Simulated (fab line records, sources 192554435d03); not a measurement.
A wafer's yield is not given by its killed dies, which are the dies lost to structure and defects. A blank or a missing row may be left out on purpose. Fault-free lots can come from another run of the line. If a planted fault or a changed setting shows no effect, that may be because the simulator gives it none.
8D (eight disciplines) problem report, filled in by code :: flow n5 finfet :: the parts of the form that need people (team, actions taken, sign-off) are left out

== 1. THE PROBLEM ==
Mean of cd nm at N5_MOL_CONTACT_COAG_CD_MEAS_08: 25.87 nm across 6 wafers in 2 lots; on wafers with no fault it is 28.09 nm (standard deviation 0.25). Measured from the usual mean, that is -8.9 standard deviations.
The step: target cd 28 nm.
The first sign was on wafer L412.1 at day 8 11:17, on cd sem-02. At this step, 24 wafers from 8 lots have a number in the record. Rule for "out" (also "out of limits"): further than 4 standard deviations from the usual mean. The other wafers with a number count as sound.

== 2. WHAT IT IS, AND WHAT IT ISN'T ==
question: which readings at this step
is: cd nm
is not: -

question: which lots
is: L412, L413
is not: L401, L405, L406, L415, L416, L420

question: which wafers of those lots
is: all that have a number
is not: -

question: read on which gauges
is: cd sem-02, cd sem-03
is not: cd sem-01

question: when
is: from day 8 11:17
is not: up to then (9 sound wafers); but 9 sound wafers of L415, L416, L420 came after

== 3. WHAT RULES OUT EACH SUSPECT ==
Counting: a tool at a process step up to the reading stays a suspect if it ran every lot that is out and no sound lot after the first of them.
- the gauge at N5_MOL_CONTACT_COAG_CD_MEAS_08: ruled out. Those wafers that are out were read across 2 gauges (cd sem-02, cd sem-03).
- rie metal-01 at N5_GATE_CUT_VAPOR_ETCH_48 (etches TiN in BCl3/Cl2): ruled out as a lasting fault. After its first lot that is out, L412 (day 8 08:11), sound lots L420 ran on it.
- euv scanner-02 at N5_MOL_CONTACT_COAG_EXPOSE_05 (exposes mask CA, defocus 0 nm): kept. It ran every lot that is out, first L412 (day 8 11:10), and no sound lot after that; its last sound lot up to then is L406 (day 6 23:12). Its own readings are out on those wafers: exposure dose mJ cm2.
Left after counting: euv scanner-02 at N5_MOL_CONTACT_COAG_EXPOSE_05.

== 4. THE CAUSE (what the simulator had put in) ==
Drift in process parameters on euv scanner-02 at N5_MOL_CONTACT_COAG_EXPOSE_05, starting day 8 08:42. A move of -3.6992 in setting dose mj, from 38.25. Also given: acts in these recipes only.
The count eliminated every tool but this one.

== 5. THE EFFECT CHAIN, in route order ==
One row per reading whose mean, taken over the struck wafers that have a number, lies over 3 standard deviations from the usual. Only readings whose record carries a usual standard deviation are examined. hours: median over the lots of the time between each lot's start at the first step of this table that gives one and its start at this step. sigmas: the change, counted in usual standard deviations.
hours: 0
step: N5_MOL_CONTACT_COAG_EXPOSE_05
reading: exposure dose mJ cm2
usual: 38.09
on struck wafers: 34.73
change: -3.37
sigmas: -47

hours: 0
step: N5_MOL_CONTACT_COAG_CD_MEAS_08
reading: cd nm
usual: 28.09 nm
on struck wafers: 25.87
change: -2.22
sigmas: -8.9

hours: 1
step: N5_MOL_CONTACT_COAG_CD_MEAS_99
reading: cd nm
usual: 17.3 nm
on struck wafers: 15.0
change: -2.3
sigmas: -5.7

hours: 77
step: N5_BEOL_M4_RC_MEAS_101
reading: RC_DENSE_N
usual: 18.8 ohm.um
on struck wafers: 23.1
change: +4.3
sigmas: +9.6

hours: 77
step: N5_BEOL_M4_RC_MEAS_101
reading: RC_DENSE_P
usual: 23.5 ohm.um
on struck wafers: 29.1
change: +5.6
sigmas: +9.9

hours: 77
step: N5_BEOL_M4_RC_MEAS_101
reading: RC_N
usual: 15.3 ohm.um
on struck wafers: 18.6
change: +3.3
sigmas: +9.1

hours: 77
step: N5_BEOL_M4_RC_MEAS_101
reading: RC_P
usual: 19.2 ohm.um
on struck wafers: 23.6
change: +4.4
sigmas: +9.7
Process steps it contains:
- N5_MOL_CONTACT_COAG_EXPOSE_05: exposes mask CA, defocus 0 nm.

== 6. HOW IT WOULD HAVE BEEN CAUGHT EARLIER ==
3 hours passed between the start of the fault at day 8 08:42 and the first reading out of limits at a measuring or inspecting step in this record, taken at day 8 11:17.
At N5_MOL_CONTACT_COAG_EXPOSE_05, the tool's own readings (exposure dose mJ cm2) were out on each struck wafer the step has a row for, so an alarm limit on them would have fired on the first such wafer.
Of the lots that are out (2), L413 began N5_MOL_CONTACT_COAG_EXPOSE_05 on euv scanner-02 after day 8 11:17. A tool hold placed at that time would have kept it from harm.
